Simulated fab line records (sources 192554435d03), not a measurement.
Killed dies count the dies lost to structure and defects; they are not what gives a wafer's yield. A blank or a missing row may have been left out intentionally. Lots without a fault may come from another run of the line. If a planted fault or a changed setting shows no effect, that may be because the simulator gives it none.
2 desks looking at one fault + flow n5 finfet + every desk sees just its own numbers, and what lay behind them comes last

## AT THE METROLOGY DESK
What the gauges read for every lot (on any tool): the sampled wafers with a number, averaged. A lot is out of limits, marked OUT, if its mean lies more than 4 standard deviations from the usual mean; the brackets give that distance.
Columns: A = cd nm at N5_BEOL_M8_CD_MEAS_28, usual 40.05 nm
| lot  | first seen here | A     |
|------|-----------------|-------|
| L828 | day 9 23:11     | 39.95 |
| L829 | day 10 07:31    | 40.30 |
| L836 | day 11 15:50    | 39.99 |
| L838 | day 12 15:16    | 39.83 |
| L840 | day 12 18:13    | 40.08 |
| L842 | day 13 03:35    | 39.74 |
| L844 | day 13 03:46    | 40.03 |
| L843 | day 13 11:19    | 40.06 |
| L841 | day 13 14:25    | 39.84 |
| L846 | day 13 20:37    | 40.18 |
| L848 | day 15 08:59    | 40.20 |
This desk found nothing out of limits on any of the 11 lots.

## AT THE TOOL OWNER'S DESK: rie diel-06
The tool's own readings at N5_BEOL_M8_ETCH_41 (etches SiCN in CH3F/O2, target depth 31.9 nm, time 57.8 s): means of the sampled wafers that have a number, for each lot that ran on this tool. A lot is out of limits, marked OUT, if its mean lies more than 4 standard deviations from the usual mean; the brackets give that distance.
Columns: A = drypump motor current A at N5_BEOL_M8_ETCH_41, usual 5.7 A; B = oes product au at N5_BEOL_M8_ETCH_41, usual 0.77 a.u.; C = rf vpp V at N5_BEOL_M8_ETCH_41, usual 297.0 V; D = showerhead plenum p Torr at N5_BEOL_M8_ETCH_41, usual 1.98 Torr; E = throttle valve pct at N5_BEOL_M8_ETCH_41, usual 16.45 %
| lot  | first seen here | A   | B    | C     | D    | E     |
|------|-----------------|-----|------|-------|------|-------|
| L838 | day 12 15:41    | 5.9 | 1.00 | 296.3 | 1.93 | 16.27 |
This desk's finding: nothing out of limits on the one lot.

## TAKEN TOGETHER
Nothing out of limits was seen by the metrology desk.
The desk of the tool owner found nothing out of limits.

## WHAT HAD BEEN PUT IN BY THE SIMULATOR
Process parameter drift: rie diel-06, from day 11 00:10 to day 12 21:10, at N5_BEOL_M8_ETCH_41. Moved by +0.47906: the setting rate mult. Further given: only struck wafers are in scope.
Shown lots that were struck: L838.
